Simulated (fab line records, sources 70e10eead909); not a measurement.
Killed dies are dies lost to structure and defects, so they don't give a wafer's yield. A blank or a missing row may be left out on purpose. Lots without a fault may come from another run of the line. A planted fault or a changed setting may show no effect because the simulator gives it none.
A struck lot beside a sound one | flow nand_harc | 15 steps out of a route of 1159
Sound: wafers L497.1, L497.4, L497.6. Struck: wafers L498.1, L498.2, L498.3. The cause comes at the end.
At each step with rows: each side's tool, then ch and its chambers, then its first start. Under that, the readings that differ: sound wafers | struck wafers | difference of the means | sigmas: that difference in standard deviations of wafers without a fault.
alike: readings whose means differ by less than 2 such deviations, and words and numbers that are the same on both sides. not compared: withheld readings, readings that some wafer has no value for, bounds like >300 that may hide the same value, and numbers for which the record gives no deviation and whose values overlap.
The two part at a step that has a row with sigmas, a row that says differs or no value, or rows on one side only. Numbers that don't overlap but have no deviation are shown without sigmas and don't part them. A reading that every wafer of one side lacks parts them only if that side has two wafers or more.

first, 6 steps without rows for these wafers: NHARC_P_STI_COAT_03 (resist thk 600 nm); NHARC_P_STI_SOFTBAKE_04 (time 70 s); NHARC_P_STI_EBR_05; NHARC_P_STI_EXPOSE_06 (exposes mask P STI, target cd 200 nm); NHARC_P_STI_PEB_07 (peb time 80 s); NHARC_P_STI_DEVELOP_08 (time 50 s).
NHARC_P_STI_CD_MEAS_09: target cd 200 nm.
  sound on cd_sem-03 ch 0, day 3 23:16; struck on cd_sem-01 ch 0, day 4 10:22
  alike: cd_nm
NHARC_P_STI_OVL_MEAS_10:
  sound on overlay-02, day 3 23:21; struck on overlay-02, day 4 10:28
  alike: overlay_x_nm, overlay_y_nm
NHARC_P_STI_INSPECT_11:
  sound on defect_inspect-01, day 3 23:23; struck on defect_inspect-02, day 4 10:29
  alike: raw_defect_count
then, 1 step without rows for these wafers: NHARC_P_STI_HARDBAKE_13 (time 65 s).
NHARC_P_STI_DESCUM_14: chemistry O2, time 3 s.
  sound on rie_diel-08 ch 1,2, day 3 23:32; struck on rie_diel-03 ch 1,2,3, day 4 10:38
  alike: drypump_motor_current_A, oes_product_au, rf_vpp_V, showerhead_plenum_p_Torr, throttle_valve_pct
  not compared: rf_hours_counter_h
NHARC_P_STI_ETCH_42: etches the open film in N2/H2, target depth 80 nm, overetch 24 nm, time 61 s.
  sound on rie_diel-08 ch 0,2, day 3 23:37; struck on rie_diel-03 ch 1,2,3, day 4 10:44
  reading                | sound                | struck               | difference | sigmas
  throttle_valve_pct (%) | 14.166 14.168 14.163 | 14.191 14.186 14.182 | +0.021     | +2
  alike: bias_w, chamber_pressure_mTorr, drypump_motor_current_A, oes_product_au, rf_vpp_V, showerhead_plenum_p_Torr
  not compared: rf_hours_counter_h
NHARC_P_STI_ETCH_31: etches the open film in CF4/CHF3, target depth 108.9 nm, time 54.5 s.
  sound on rie_diel-08 ch 0,2,3, day 3 23:42; struck on rie_diel-03 ch 1,2,3, day 4 10:50
  no value came back on the struck wafers for any of 7 readings (bias_w (W), cf4_flow_sccm (sccm) and others); on the sound wafers bias_w (W) reads 199.7 199.0 199.6
  not compared: rf_hours_counter_h
NHARC_P_STI_ETCH_15: etches the open film in HBr/Cl2, target depth 300 nm, time 100.1 s.
  sound on rie_si-04 ch 1,2,3, day 3 23:48; struck on rie_si-01 ch 0,1,3, day 4 10:58
  alike: bias_w, chamber_pressure_mTorr, drypump_motor_current_A, oes_product_au, throttle_valve_pct
  not compared: rf_hours_counter_h
-- the record jumps here: 17 days lie between the struck wafers' starts before and after (it left off in module P_STI and takes up again in module END, whose first step shown is number 1159 of the route) --
NHARC_END_SORT_01:
  the record has rows for the struck wafers here (prober-01 ch 0, day 21 10:03) and none for the sound ones

WHERE THEY PART
First at NHARC_P_STI_ETCH_42; last, within this record, at NHARC_END_SORT_01.

WHY: what the simulator had put in
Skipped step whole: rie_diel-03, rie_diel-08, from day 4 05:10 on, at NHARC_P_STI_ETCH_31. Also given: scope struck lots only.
